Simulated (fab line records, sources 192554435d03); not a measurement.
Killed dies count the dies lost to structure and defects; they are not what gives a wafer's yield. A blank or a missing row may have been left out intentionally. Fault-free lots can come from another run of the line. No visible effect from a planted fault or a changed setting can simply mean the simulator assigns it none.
fab line records    flow n5Finfet
[record] lots = 7  wafers = 21
route steps=1938 shown BEOL_M5@1130 BEOL_M6@1240 BEOL_M7@1329 BEOL_M8@1332 BEOL_M9@1419 BEOL_M10@1470 PASSIVATION@1936
startH: start of the lot's first displayed wafer, in hours after the record's first day    waitH: hours elapsed since this lot's preceding step    " the same as in the row above    L1.1+2: several wafers, shown together as one row    - no value, or no start was given    * or withheld: withheld    < > ~ a bound
route shown NAME@n: names a module that has steps shown in the file, with the first one's number in the route    usual: average and standard deviation across the fault-free wafers    same: alike in all rows    chamber/n: place in a boat    sites: each site's reading    _std_site: standard deviation across them    _edge_site: inner sites' mean taken away from outer sites' mean    radiusMm: how far each site lies from the wafer's centre    mask NAME#n: copy n    behind: tool/chamber where the wafer was last shaped    hold: what put the lot on hold/how long, in hours/how the hold closed    device: names the non-switching transistor (n, p or np)    end of line: tests run on the same wafers once the route is complete    where a step has no rows: the recipe by itself    killed: dies lost to structure and defects at the first sort, not the wafer's yield    map: a wafer's dies, marking killed ones x, the rest . and places with no die _
set.NAME: setting as actually run; set.NAME@STEP: the setting as run at that earlier step    model.NAME: the simulator's own value behind a step, which no gauge read
lots whose settings were changed on purpose; a table a step, a row a wafer
[[steps]]
[step N5_BEOL_M5_ETCH_72]
[recipe] chemistry = N2/H2  target = underlayer  targetDepthA = 65  maskMaterial = CAR-EUV  timeS = 5.2  ionEnergyEv = 200  pressureMtorr = 30  sourceW = 840  biasW = 150  n2FlowSccm = 200  h2FlowSccm = 200  ends = cleared
[usual] rfVppV = 523.6/2.5
lot.wafer  tool        chamber  startH  waitH  set.sourceW  set.doseMj@BEOL_M5_EXPOSE_08  rfVppV  model.BEOL_M5.cdNm
L078.1     rieDiel-06  1        225.54  0.0    840          35.75                         521.9   27.8
L078.3     "           0        "       "      840          35.75                         525.4   28
L078.6     "           1        "       "      840          35.75                         525.9   28
L083.1     rieDiel-06  2        253.60  0.0    840          35.75                         526.7   28
L083.2     "           1        "       "      840          35.75                         519.9   28
L083.6     "           3        "       "      840          35.75                         521.5   28
L088.4     rieDiel-01  3        281.55  0.0    840          35.75                         522.8   28.2
L088.5     "           0        "       "      904.7        35.75                         510.8   28.2
L088.6     "           3        "       "      904.7        34.46                         510.7   27.4
L089.1     rieDiel-01  0        286.41  0.0    840          35.75                         523.4   28
L089.3     "           3        "       "      840          35.75                         522.5   28.4
L089.5     "           1        "       "      840          35.75                         522.6   28.2
L093.1     rieDiel-01  3        313.55  0.0    840          35.75                         522.7   28.2
L093.3     "           2        "       "      933.6        35.75                         503.2   28.2
L093.6     "           0        "       "      840          35.75                         522.4   28
L094.1     rieDiel-06  3        317.53  0.0    840          35.75                         518.7   28
L094.2     "           0        "       "      840          35.75                         524.0   28
L094.5     "           2        "       "      797          35.75                         535.0   28.2
L096.1     rieDiel-04  0        332.21  0.0    916.6        36.84                         512.7   28.8
L096.2     "           3        "       "      840          35.75                         524.9   28
L096.5     "           0        "       "      916.6        35.75                         512.8   28
[step N5_BEOL_M5_ETCH_61]
[recipe] chemistry = CF4  target = SiARC  targetDepthA = 156  maskMaterial = CAR-EUV  timeS = 26  ionEnergyEv = 80  pressureMtorr = 40  sourceW = 545  biasW = 36  Ar_flow_sccm = 100  cf4FlowSccm = 100  ends = cleared
lot.wafer   tool        chamber  startH  waitH  set.doseMj@BEOL_M5_EXPOSE_08  model.BEOL_M5.cdNm
L078.1+6    rieDiel-06  1        225.56  0.0    35.75                         27.8
L078.3      "           0        "       "      35.75                         28
L083.1+2+6  rieDiel-06  2,1,3    253.62  0.0    35.75                         28
L088.4+5    rieDiel-01  3,0      281.57  0.0    35.75                         28.2
L088.6      "           3        "       "      34.46                         27.4
L089.1+5    rieDiel-01  0,1      286.43  0.0    35.75                         28.2
L089.3      "           3        "       "      35.75                         28.4
L093.1+3    rieDiel-01  3,2      313.57  0.0    35.75                         28.2
L093.6      "           0        "       "      35.75                         28
L094.1+2    rieDiel-06  3,0      317.55  0.0    35.75                         28
L094.5      "           2        "       "      35.75                         28.2
L096.1      rieDiel-04  0        332.23  0.0    36.84                         28.8
L096.2      "           3        "       "      35.75                         27.8
L096.5      "           0        "       "      35.75                         28
[step N5_BEOL_M5_ETCH_62]
[recipe] chemistry = N2/H2  target = SOC  targetDepthA = 750  overetchA = 150  maskMaterial = SiARC  tempC = 40  timeS = 112.5  ionEnergyEv = 200  pressureMtorr = 30  sourceW = 840  biasW = 150  n2FlowSccm = 200  h2FlowSccm = 200
[step N5_BEOL_M5_STRIP_63]
[recipe] chemistry = N2/H2  tempC = 40  n2FlowSccm = 200  h2FlowSccm = 200  rfFrequencyHz = 6e+07
[step N5_BEOL_M5_DESCUM_33]
[recipe] chemistry = O2  timeS = 7  sourcePowerW = 50  biasPowerW = 20  pressureMtorr = 20  rfFrequencyHz = 2.712e+07  tempC = 40  resist = CAR-EUV  o2FlowSccm = 225
[step N5_BEOL_M5_ETCH_75]
[recipe] chemistry = N2/H2  target = underlayer  targetDepthA = 65  maskMaterial = CAR-EUV  timeS = 5.2  ionEnergyEv = 200  pressureMtorr = 30  sourceW = 840  biasW = 150  n2FlowSccm = 200  h2FlowSccm = 200  ends = cleared
lot.wafer   tool        chamber  startH  waitH  set.doseMj@BEOL_M5_EXPOSE_08  model.BEOL_M5.cdNm
L078.1      rieDiel-01  3        229.23  0.0    35.75                         28
L078.3+6    "           1,2      "       "      35.75                         28.2
L083.1      rieDiel-06  3        255.72  0.0    35.75                         28.2
L083.2+6    "           1        "       "      35.75                         28
L088.4      rieDiel-04  2        285.18  0.0    35.75                         28.4
L088.5      "           3        "       "      35.75                         28.2
L088.6      "           2        "       "      34.46                         27.4
L089.1      rieDiel-06  0        288.52  0.0    35.75                         28
L089.3      "           3        "       "      35.75                         28.6
L089.5      "           2        "       "      35.75                         28.2
L093.1      rieDiel-01  3        316.13  0.0    35.75                         28.2
L093.3+6    "           2,3      "       "      35.75                         28
L094.1+2+5  rieDiel-04  0,2,1    318.47  0.0    35.75                         28
L096.1      rieDiel-01  0        334.48  0.0    36.84                         29.2
L096.2      "           3        "       "      35.75                         28
L096.5      "           2        "       "      35.75                         28.4
[step N5_BEOL_M5_SPUTTER_48]
[recipe] material = Cu  targetThkA = 150  tempC = -20  chamberPressurePa = 0.07  powerW = withheld  timeS = 27.62
lot.wafer   tool           chamber  startH  waitH  set.timeS  model.Cu_of_BEOL_M5_SPUTTER_48.thkNm
L078.1      pvdSputter-01  -        230.93  0.2    23.67      12.6
L078.3      "              -        "       "      23.67      12.8
L078.6      "              -        "       "      27.62      14.8
L083.1+2    pvdSputter-01  -        257.62  0.3    27.62      15.2
L083.6      "              -        "       "      27.62      15
L088.4      pvdSputter-02  -        286.97  0.0    27.62      15.2
L088.5      "              -        "       "      27.62      15
L088.6      "              -        "       "      28.8       -
L089.1+5    pvdSputter-01  -        290.74  0.2    27.62      15.2
L089.3      "              -        "       "      26.31      -
L093.1+3+6  pvdSputter-03  -        318.27  0.4    27.62      15
L094.1      pvdSputter-02  -        320.52  0.1    31.5       -
L094.2      "              -        "       "      31.5       17.2
L094.5      "              -        "       "      27.62      14.8
L096.1+5    pvdSputter-03  -        336.02  0.2    25.1       -
L096.2      "              -        "       "      27.62      15
[step N5_BEOL_M6_ETCH_41]
[recipe] chemistry = CH3F/O2  target = SiCN  targetDepthA = 297  taperDeg = 2  timeS = 52  ionEnergyEv = 120  maskMaterial = TiN  pressureMtorr = 30  sourceW = 395  biasW = 75  Ar_flow_sccm = 150  CH3F_flow_sccm = 30  O2_flow_sccm = 20
lot.wafer  tool        chamber  startH  waitH  set.timeS  model.etch.depthNm
L078.1     rieDiel-03  1        -       -      46.05      16.98
L078.3     "           3        "       "      52         19.83
L078.6     "           1        "       "      52         19.43
L083.1     rieDiel-02  3        -       -      52         19.82
L083.2     "           1        "       "      52         19.56
L083.6     "           3        "       "      52         19.8
L088.4     rieDiel-05  0        -       -      52         19.85
L088.5     "           0        "       "      52         19.77
L088.6     "           1        "       "      52         19.84
L089.1     rieDiel-05  0        -       -      52         19.59
L089.3     "           2        "       "      59.74      22.84
L089.5     "           1        "       "      52         19.52
L093.1     rieDiel-02  3        -       -      40.98      15.66
L093.3     "           1        "       "      52         19.46
L093.6     "           3        "       "      40.98      15.68
L094.1     rieDiel-02  2        -       -      52         19.81
L094.2+5   "           1        "       "      52         19.56
L096.1     rieDiel-03  2        -       -      52         19.68
L096.2     "           3        "       "      52         19.61
L096.5     "           3        "       "      52         19.57
[step N5_BEOL_M7_DEP_56]
[recipe] material = SiCN  targetThkA = 100  tempC = withheld  precursor = 3MS/NH3  pressureTorr = 3  rfW = 202  timeS = 17.5
lot.wafer   tool      chamber  startH  waitH  set.timeS  model.SiCN_of_BEOL_M7_DEP_56.thkNm
L078.1      pecvd-04  1        254.05  0.0    17.5       10
L078.3      "         2        "       "      19.97      11.2
L078.6      "         0        "       "      19.97      11.4
L083.1+2+6  pecvd-02  2,0,2    280.64  0.0    17.5       10
L088.4      pecvd-03  2        310.13  0.0    17.5       10.2
L088.5      "         1        "       "      20.03      11.4
L088.6      "         0        "       "      20.03      11.6
L089.1+5    pecvd-02  0        312.96  0.0    17.5       10.2
L089.3      "         1        "       "      15.19      8.8
L093.1      pecvd-02  2        339.11  0.0    16.12      9
L093.3      "         0        "       "      17.5       10
L093.6      "         1        "       "      17.5       10.2
L094.1+2    pecvd-03  0,2      341.31  0.0    17.5       9.8
L094.5      "         0        "       "      17.5       10
L096.1+2    pecvd-02  0,2      357.78  0.0    17.5       10
L096.5      "         0        "       "      17.5       10.4
[step N5_BEOL_M8_ILD_DEP_00]
[recipe] material = SiCOH_lowk  targetThkA = 1797.5  tempC = 300  precursor = DEMS/porogen  pressureTorr = 5  rfW = 500  timeS = 33.4
lot.wafer  tool      chamber  startH  waitH  set.timeS  model.SiCOH_lowk_of_BEOL_M8_ILD_DEP_00.thkNm
L078.1     pecvd-02  1        254.18  0.0    33.4       177
L078.3     "         2        "       "      33.4       179.4
L078.6     "         0        "       "      33.4       181.8
L083.1     pecvd-04  2        280.77  0.0    33.4       176.8
L083.2     "         1        "       "      33.4       178
L083.6     "         0        "       "      33.4       180.4
L088.4+6   pecvd-02  0,2      310.26  0.1    33.4       183
L088.5     "         1        "       "      33.4       182.6
L089.1     pecvd-04  2        313.09  0.0    29.93      160.8
L089.3     "         0        "       "      29.93      160
L089.5     "         0        "       "      33.4       178.8
L093.1     pecvd-01  1        339.24  0.0    33.4       174.2
L093.3     "         0        "       "      35.7       191
L093.6     "         2        "       "      33.4       181.6
L094.1     pecvd-02  2        341.45  0.0    33.4       175.6
L094.2     "         0        "       "      33.4       177.6
L094.5     "         0        "       "      33.4       180.6
L096.1     pecvd-01  2        357.93  0.0    28.88      155.6
L096.2     "         1        "       "      33.4       177.2
L096.5     "         0        "       "      33.4       181.8
[step N5_BEOL_M8_CURE_74]
[recipe] tempC = 385  timeS = 240  ambient = He/Ar  material = SiCOH_lowk
lot.wafer  tool       chamber  startH  waitH  set.timeS@BEOL_M8_ILD_DEP_00  model.SiCOH_lowk_of_BEOL_M8_ILD_DEP_00.thkNm
L078.1     uvCure-02  2        254.24  0.0    33.4                          152.6
L078.3     "          2        "       "      33.4                          154.8
L078.6     "          2        "       "      33.4                          156.8
L083.1     uvCure-02  0        280.83  0.0    33.4                          152.4
L083.2     "          0        "       "      33.4                          153.6
L083.6     "          0        "       "      33.4                          155.4
L088.4+6   uvCure-03  2        310.54  0.3    33.4                          157.8
L088.5     "          2        "       "      33.4                          157.6
L089.1     uvCure-02  0        313.16  0.0    29.93                         138.4
L089.3     "          0        "       "      29.93                         137.8
L089.5     "          0        "       "      33.4                          154.2
L093.1     uvCure-02  0        339.30  0.0    33.4                          150.2
L093.3     "          0        "       "      35.7                          164.8
L093.6     "          0        "       "      33.4                          156.6
L094.1     uvCure-02  1        341.51  0.0    33.4                          151.4
L094.2     "          1        "       "      33.4                          153
L094.5     "          1        "       "      33.4                          155.8
L096.1     uvCure-02  0        358.00  0.0    28.88                         134
L096.2     "          0        "       "      33.4                          152.8
L096.5     "          0        "       "      33.4                          156.8
[step N5_BEOL_M8_THK_MEAS_01]
[recipe] reads = SiCOH_lowk_of_BEOL_M8_ILD_DEP_00
[usual] M8_ILD_THK = 155.0/2
lot.wafer  tool          chamber  startH  waitH  set.timeS@BEOL_M8_ILD_DEP_00  M8_ILD_THK[nm]
L078.1     filmMetro-02  -        254.76  0.4    33.4                          152.7
L078.3     "             -        "       "      33.4                          154.7
L078.6     "             -        "       "      33.4                          156.8
L083.1     filmMetro-01  -        281.83  0.8    33.4                          152.4
L083.2     "             -        "       "      33.4                          153.5
L083.6     "             -        "       "      33.4                          155.6
L088.4     filmMetro-01  -        310.82  0.2    33.4                          158.0
L088.5     "             -        "       "      33.4                          157.4
L088.6     "             -        "       "      33.4                          157.8
L089.1     filmMetro-01  -        313.67  0.4    29.93                         138.4
L089.3     "             -        "       "      29.93                         137.9
L089.5     "             -        "       "      33.4                          154.3
L093.1     filmMetro-02  -        339.83  0.4    33.4                          150.2
L093.3     "             -        "       "      35.7                          164.8
L093.6     "             -        "       "      33.4                          156.5
L094.1     filmMetro-01  -        342.02  0.4    33.4                          151.4
L094.2     "             -        "       "      33.4                          153.2
L094.5     "             -        "       "      33.4                          155.7
L096.1     filmMetro-02  -        358.99  0.8    28.88                         134.1
L096.2     "             -        "       "      33.4                          152.8
L096.5     "             -        "       "      33.4                          156.8
[step N5_BEOL_M9_ETCH_62]
[recipe] chemistry = N2/H2  target = SOC  targetDepthA = 1100  overetchA = 220  maskMaterial = SiARC  tempC = 40  timeS = 165  ionEnergyEv = 200  pressureMtorr = 30  sourceW = 840  biasW = 150  n2FlowSccm = 200  h2FlowSccm = 200
[usual] rfVppV = 524.1/2.4
lot.wafer  tool        chamber  startH  waitH  set.sourceW  rfVppV  model.SiARC_of_BEOL_M9_COAT_60.thkNm
L078.1     rieDiel-01  2        266.57  0.0    706.8        550.6   23.8
L078.3     "           1        "       "      706.8        555.4   24
L078.6     "           1        "       "      840          525.3   23.6
L083.1     rieDiel-04  1        296.33  0.0    840          526.5   23.6
L083.2     "           3        "       "      840          525.1   23.6
L083.6     "           3        "       "      840          523.3   23.6
L088.4     rieDiel-04  0        323.70  0.0    840          526.4   23.4
L088.5     "           1        "       "      840          528.3   23.2
L088.6     "           0        "       "      840          529.0   23.4
L089.1     rieDiel-01  0        324.14  0.0    840          524.5   23.4
L089.3     "           3        "       "      840          521.0   23.4
L089.5     "           1        "       "      840          524.2   23.6
L093.1     rieDiel-06  0        351.30  0.0    840          524.8   23.4
L093.3     "           1        "       "      840          521.7   23.6
L093.6     "           0        "       "      718.9        551.9   24.2
L094.1     rieDiel-01  1        351.72  0.0    840          524.0   23.6
L094.2     "           2        "       "      840          522.0   23.4
L094.5     "           1        "       "      840          524.3   23.6
L096.1     rieDiel-04  0        376.55  0.0    711.5        558.3   24.2
L096.2     "           3        "       "      711.5        555.3   24
L096.5     "           0        "       "      840          527.9   23.4
[step N5_BEOL_M9_COAT_63]
[recipe] resist = SOC  tempC = 250  timeS = 60  spinRpm = 1500  resistThkNm = 60
lot.wafer  tool           chamber  startH  waitH  set.spinRpm  model.SOC_of_BEOL_M9_COAT_63.thkNm
L078.1     lithoTrack-05  0        267.71  0.8    1500         60.4
L078.3     "              0        "       "      1500         60.2
L078.6     "              0        "       "      1619         57.8
L083.1     lithoTrack-05  0        296.83  0.0    1500         60.2
L083.2+6   "              0        "       "      1500         60
L088.4     lithoTrack-02  0        324.12  0.0    1500         60
L088.5     "              0        "       "      1500         59.8
L088.6     "              0        "       "      1635         57.6
L089.1+3   lithoTrack-01  0        327.15  2.5    1599         58
L089.5     "              0        "       "      1599         58.2
L093.1     lithoTrack-01  0        351.71  0.0    1500         60.4
L093.3+6   "              0        "       "      1500         60.2
L094.1     lithoTrack-02  0        352.30  0.2    1551         58.8
L094.2     "              0        "       "      1500         60.2
L094.5     "              0        "       "      1551         59
L096.1+5   lithoTrack-05  0        378.43  1.5    1436         61
L096.2     "              0        "       "      1500         59.8
[step N5_BEOL_M9_COAT_64]
[recipe] resist = SiARC  tempC = 220  timeS = 60  spinRpm = 1500  resistThkNm = 12
[step N5_BEOL_M9_COAT_75]
[recipe] resist = underlayer  tempC = 205  timeS = 60  spinRpm = 1500  resistThkNm = 5
[step N5_BEOL_M9_ETCH_76]
[recipe] chemistry = N2/H2  target = underlayer  targetDepthA = 65  maskMaterial = CAR-EUV  timeS = 5.2  ionEnergyEv = 200  pressureMtorr = 30  sourceW = 840  biasW = 150  n2FlowSccm = 200  h2FlowSccm = 200  ends = cleared
[step N5_BEOL_M9_ETCH_65]
[recipe] chemistry = CF4  target = SiARC  targetDepthA = 156  maskMaterial = CAR-EUV  timeS = 26  ionEnergyEv = 80  pressureMtorr = 40  sourceW = 545  biasW = 36  Ar_flow_sccm = 100  cf4FlowSccm = 100  ends = cleared
[step N5_BEOL_M9_ETCH_66]
[recipe] chemistry = N2/H2  target = SOC  targetDepthA = 800  overetchA = 160  maskMaterial = SiARC  tempC = 40  timeS = 120  ionEnergyEv = 200  pressureMtorr = 30  sourceW = 840  biasW = 150  n2FlowSccm = 200  h2FlowSccm = 200
lot.wafer  tool        chamber  startH  waitH  set.spinRpm@BEOL_M9_COAT_63  model.etch.depthNm
L078.1     rieDiel-06  2        268.22  0.0    1500                         60.34
L078.3     "           3        "       "      1500                         60.11
L078.6     "           3        "       "      1619                         57.8
L083.1     rieDiel-04  0        297.78  0.0    1500                         60.12
L083.2     "           2        "       "      1500                         60.09
L083.6     "           3        "       "      1500                         60
L088.4     rieDiel-01  3        324.85  0.0    1500                         59.95
L088.5     "           1        "       "      1500                         59.85
L088.6     "           0        "       "      1635                         57.63
L089.1     rieDiel-06  0        327.62  0.0    1599                         57.98
L089.3     "           2        "       "      1599                         58.1
L089.5     "           1        "       "      1599                         58.29
L093.1     rieDiel-06  0        352.17  0.0    1500                         60.41
L093.3     "           2        "       "      1500                         60.14
L093.6     "           1        "       "      1500                         60.23
L094.1     rieDiel-06  0        352.91  0.0    1551                         58.88
L094.2     "           1        "       "      1500                         60.22
L094.5     "           0        "       "      1551                         58.95
L096.1     rieDiel-06  1        379.29  0.0    1436                         61.1
L096.2     "           2        "       "      1500                         59.81
L096.5     "           3        "       "      1436                         61
[step N5_BEOL_M9_STRIP_69]
[recipe] chemistry = N2/H2  tempC = 40  n2FlowSccm = 200  h2FlowSccm = 200  rfFrequencyHz = 6e+07
[step N5_BEOL_M9_STRIP_77]
[recipe] chemistry = N2/H2  tempC = 40  n2FlowSccm = 200  h2FlowSccm = 200  rfFrequencyHz = 6e+07
[step N5_BEOL_M9_VIA_ETCH_34]
[recipe] chemistry = C4F6/O2  target = SiCOH_lowk  targetDepthA = 1824  maskMaterial = SOC  taperDeg = 4  timeS = 68.4  ionEnergyEv = 250  pressureMtorr = 30  sourceW = 345  biasW = 185  Ar_flow_sccm = 300  C4F6_flow_sccm = 10  O2_flow_sccm = 10
lot.wafer  tool        chamber  startH  waitH  set.spinRpm@BEOL_M9_COAT_63  model.SOC_of_BEOL_M9_COAT_63.thkNm
L078.1     rieDiel-06  2        268.32  0.0    1500                         51.2
L078.3     "           3        "       "      1500                         51.4
L078.6     "           3        "       "      1619                         49
L083.1+2   rieDiel-04  0,2      297.88  0.0    1500                         51.2
L083.6     "           3        "       "      1500                         51
L088.4+5   rieDiel-01  3,1      324.95  0.0    1500                         50.8
L088.6     "           0        "       "      1635                         48.6
L089.1     rieDiel-06  0        327.72  0.0    1599                         48.8
L089.3     "           2        "       "      1599                         49
L089.5     "           1        "       "      1599                         49.4
L093.1     rieDiel-06  0        352.27  0.0    1500                         51.2
L093.3     "           2        "       "      1500                         51
L093.6     "           1        "       "      1500                         51.4
L094.1+5   rieDiel-06  0        353.02  0.0    1551                         49.8
L094.2     "           1        "       "      1500                         51.2
L096.1     rieDiel-06  1        379.39  0.0    1436                         52
L096.2     "           2        "       "      1500                         50.6
L096.5     "           3        "       "      1436                         51.8
[step N5_BEOL_M10_ILD_DEP_00]
[recipe] material = SiCOH_lowk  targetThkA = 3085.1  tempC = 300  precursor = DEMS/porogen  pressureTorr = 5  rfW = 500  timeS = 58
lot.wafer  tool      chamber  startH  waitH  set.timeS  model.SiCOH_lowk_of_BEOL_M10_ILD_DEP_00.thkNm
L078.1     pecvd-04  1        273.54  0.0    58         308.4
L078.3     "         2        "       "      58         306.2
L078.6     "         2        "       "      58         305.6
L083.1     pecvd-03  2        302.60  0.0    58         309
L083.2     "         0        "       "      58         306
L083.6     "         0        "       "      58         308.4
L088.4     pecvd-01  0        329.68  0.1    58         313.4
L088.5     "         1        "       "      58         311.2
L088.6     "         2        "       "      58         310.2
L089.1     pecvd-03  2        330.61  0.1    51.9       277.2
L089.3     "         1        "       "      58         309.2
L089.5     "         2        "       "      58         311.8
L093.1     pecvd-01  2        357.73  0.0    58         308.2
L093.3     "         1        "       "      58         309
L093.6     "         0        "       "      58         316.6
L094.1     pecvd-01  2        358.19  0.0    58         300
L094.2     "         0        "       "      58         299.8
L094.5     "         1        "       "      58         308
L096.1     pecvd-01  1        383.37  0.0    58         302.2
L096.2     "         2        "       "      66.1       343.4
L096.5     "         2        "       "      66.1       350
[step N5_BEOL_M10_CURE_71]
[recipe] tempC = 385  timeS = 240  ambient = He/Ar  material = SiCOH_lowk
lot.wafer  tool       chamber  startH  waitH  set.timeS@BEOL_M10_ILD_DEP_00  model.SiCOH_lowk_of_BEOL_M10_ILD_DEP_00.thkNm
L078.1     uvCure-03  2        273.61  0.0    58                             268
L078.3     "          2        "       "      58                             266
L078.6     "          2        "       "      58                             265.4
L083.1     uvCure-03  2        302.68  0.0    58                             268.4
L083.2     "          2        "       "      58                             265.8
L083.6     "          2        "       "      58                             267.8
L088.4     uvCure-02  1        329.97  0.3    58                             272.4
L088.5     "          1        "       "      58                             270.4
L088.6     "          1        "       "      58                             269.4
L089.1     uvCure-02  2        330.68  0.0    51.9                           240.4
L089.3     "          2        "       "      58                             268.6
L089.5     "          2        "       "      58                             271
L093.1     uvCure-01  2        357.80  0.0    58                             267.8
L093.3     "          2        "       "      58                             268.4
L093.6     "          2        "       "      58                             275
L094.1     uvCure-01  2        358.58  0.4    58                             260.4
L094.2     "          2        "       "      58                             260.2
L094.5     "          2        "       "      58                             267.4
L096.1     uvCure-01  2        383.45  0.0    58                             262.4
L096.2     "          2        "       "      66.1                           298.8
L096.5     "          2        "       "      66.1                           304.6
[step N5_BEOL_M10_THK_MEAS_01]
[recipe] reads = SiCOH_lowk_of_BEOL_M10_ILD_DEP_00
[usual] M10_ILD_THK = 268/3.1
lot.wafer  tool          chamber  startH  waitH  set.timeS@BEOL_M10_ILD_DEP_00  M10_ILD_THK[nm]
L078.1     filmMetro-01  -        274.61  0.8    58                             268
L078.3     "             -        "       "      58                             266
L078.6     "             -        "       "      58                             265
L083.1     filmMetro-01  -        303.21  0.4    58                             268
L083.2     "             -        "       "      58                             266
L083.6     "             -        "       "      58                             268
L088.4     filmMetro-01  -        330.24  0.2    58                             272
L088.5     "             -        "       "      58                             270
L088.6     "             -        "       "      58                             270
L089.1     filmMetro-02  -        331.20  0.4    51.9                           240
L089.3     "             -        "       "      58                             269
L089.5     "             -        "       "      58                             271
L093.1     filmMetro-01  -        358.32  0.4    58                             268
L093.3     "             -        "       "      58                             268
L093.6     "             -        "       "      58                             275
L094.1     filmMetro-02  -        359.10  0.4    58                             261
L094.2     "             -        "       "      58                             260
L094.5     "             -        "       "      58                             267
L096.1     filmMetro-02  -        383.96  0.4    58                             263
L096.2     "             -        "       "      66.1                           299
L096.5     "             -        "       "      66.1                           305
[step N5_PASSIVATION_PROBE_49]
[usual] defectLimitedYield = 91.5/1.3  killedDies = 100/15  sortYieldPct = 91.5/1.3
lot.wafer  tool       chamber  startH  waitH  set.timeS@BEOL_M12_ETCH_68  set.spinRpm@BEOL_M9_COAT_63  defectLimitedYield[%]  killedDies  sortYieldPct[%]
L078.1     prober-01  -        330.47  0.0    285                         1500                         75.3                   292         75.3
L078.3     prober-01  -        330.57  0.1    285                         1500                         73.3                   315         73.3
L078.6     prober-01  -        330.72  0.3    285                         1619                         90.8                   109         90.8
L083.1     prober-02  -        361.92  0.0    285                         1500                         88.3                   138         88.3
L083.2     prober-02  -        361.97  0.1    285                         1500                         90.8                   109         90.8
L083.6     prober-02  -        362.17  0.3    285                         1500                         93.6                   76          93.6
L089.1     prober-02  -        392.41  0.0    285                         1599                         91.4                   102         91.4
L089.3     prober-02  -        392.51  0.1    231.9                       1599                         9.7                    1065        9.7
L089.5     prober-02  -        392.61  0.2    231.9                       1599                         9.0                    1074        9.0
L088.4     prober-01  -        392.61  0.2    303.6                       1500                         88.3                   138         88.3
L088.5     prober-01  -        392.66  0.2    303.6                       1500                         89.4                   125         89.4
L088.6     prober-01  -        392.71  0.3    285                         1635                         87.6                   146         87.6
L093.1     prober-02  -        418.76  0.0    285                         1500                         89.9                   119         89.9
L093.3     prober-02  -        418.86  0.1    285                         1500                         89.2                   128         89.2
L093.6     prober-02  -        419.01  0.3    285                         1500                         90.6                   111         90.6
L094.1     prober-01  -        418.76  0.0    285                         1551                         90.8                   108         90.8
L094.2     prober-01  -        418.81  0.1    285                         1500                         89.7                   122         89.7
L094.5     prober-01  -        418.96  0.2    285                         1551                         90.3                   115         90.3
L096.1     prober-02  -        452.39  0.0    285                         1436                         88.1                   141         88.1
L096.2     prober-02  -        452.44  0.1    285                         1500                         91.4                   102         91.4
L096.5     prober-02  -        452.59  0.2    285                         1436                         89.9                   119         89.9
[[key]]
[split] step = N5_BEOL_M5_ETCH_72  setting = sourceW  stated = 840  by = wafer
[response] step = N5_BEOL_M5_ETCH_72  reading = rfVppV  change = -1.67  per = 1%  r = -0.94
[split] step = N5_BEOL_M5_SPUTTER_48  setting = timeS  stated = 27.62  by = wafer
[response] step = N5_BEOL_M5_SPUTTER_48  reading = model.Cu_of_BEOL_M5_SPUTTER_48.thkNm  change = +0.157  per = 1%  r = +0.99
[split] step = N5_BEOL_M6_ETCH_41  setting = timeS  stated = 52  by = wafer
[response] step = N5_BEOL_M6_ETCH_41  reading = model.etch.depthNm  change = +0.199  per = 1%  r = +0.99
[split] step = N5_BEOL_M7_DEP_56  setting = timeS  stated = 17.5  by = wafer
[response] step = N5_BEOL_M7_DEP_56  reading = model.SiCN_of_BEOL_M7_DEP_56.thkNm  change = +0.0997  per = 1%  r = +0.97
[split] step = N5_BEOL_M8_ILD_DEP_00  setting = timeS  stated = 33.4  by = wafer
[response] step = N5_BEOL_M8_ILD_DEP_00  reading = model.SiCOH_lowk_of_BEOL_M8_ILD_DEP_00.thkNm  change = +1.79  per = 1%  r = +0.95
[response] step = N5_BEOL_M8_CURE_74  reading = model.SiCOH_lowk_of_BEOL_M8_ILD_DEP_00.thkNm  change = +1.56  per = 1%  r = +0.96
[response] step = N5_BEOL_M8_THK_MEAS_01  reading = M8_ILD_THK  change = +1.55  per = 1%  r = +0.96
[split] step = N5_BEOL_M9_ETCH_62  setting = sourceW  stated = 840  by = wafer
[response] step = N5_BEOL_M9_ETCH_62  reading = rfVppV  change = -1.87  per = 1%  r = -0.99
[response] step = N5_BEOL_M9_ETCH_62  reading = model.SiARC_of_BEOL_M9_COAT_60.thkNm  change = -0.0369  per = 1%  r = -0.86
[split] step = N5_BEOL_M9_COAT_63  setting = spinRpm  stated = 1500  by = wafer
[response] step = N5_BEOL_M9_COAT_63  reading = model.SOC_of_BEOL_M9_COAT_63.thkNm  change = -0.288  per = 1%  r = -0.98
[response] step = N5_BEOL_M9_ETCH_66  reading = model.etch.depthNm  change = -0.284  per = 1%  r = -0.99
[response] step = N5_BEOL_M9_VIA_ETCH_34  reading = model.SOC_of_BEOL_M9_COAT_63.thkNm  change = -0.278  per = 1%  r = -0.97
[response] step = N5_PASSIVATION_PROBE_49  reading = defectLimitedYield  slope = +2.21  per = 1%  togetherWith = timeS@BEOL_M12_ETCH_68  explained = 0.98
[response] step = N5_PASSIVATION_PROBE_49  reading = killedDies  slope = -26.1  per = 1%  togetherWith = timeS@BEOL_M12_ETCH_68  explained = 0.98
[response] step = N5_PASSIVATION_PROBE_49  reading = sortYieldPct  slope = +2.21  per = 1%  togetherWith = timeS@BEOL_M12_ETCH_68  explained = 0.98
[split] step = N5_BEOL_M10_ILD_DEP_00  setting = timeS  stated = 58  by = wafer
[response] step = N5_BEOL_M10_ILD_DEP_00  reading = model.SiCOH_lowk_of_BEOL_M10_ILD_DEP_00.thkNm  change = +3.18  per = 1%  r = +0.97
[response] step = N5_BEOL_M10_CURE_71  reading = model.SiCOH_lowk_of_BEOL_M10_ILD_DEP_00.thkNm  change = +2.81  per = 1%  r = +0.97
[response] step = N5_BEOL_M10_THK_MEAS_01  reading = M10_ILD_THK  change = +2.8  per = 1%  r = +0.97
split outsideThisFile step=N5_BEOL_M5_EXPOSE_08 setting=doseMj
split outsideThisFile step=N5_BEOL_M12_ETCH_68 setting=timeS
// split outsideThisFile: this setting was split too, and the file shows its column; the key of that split is in another file
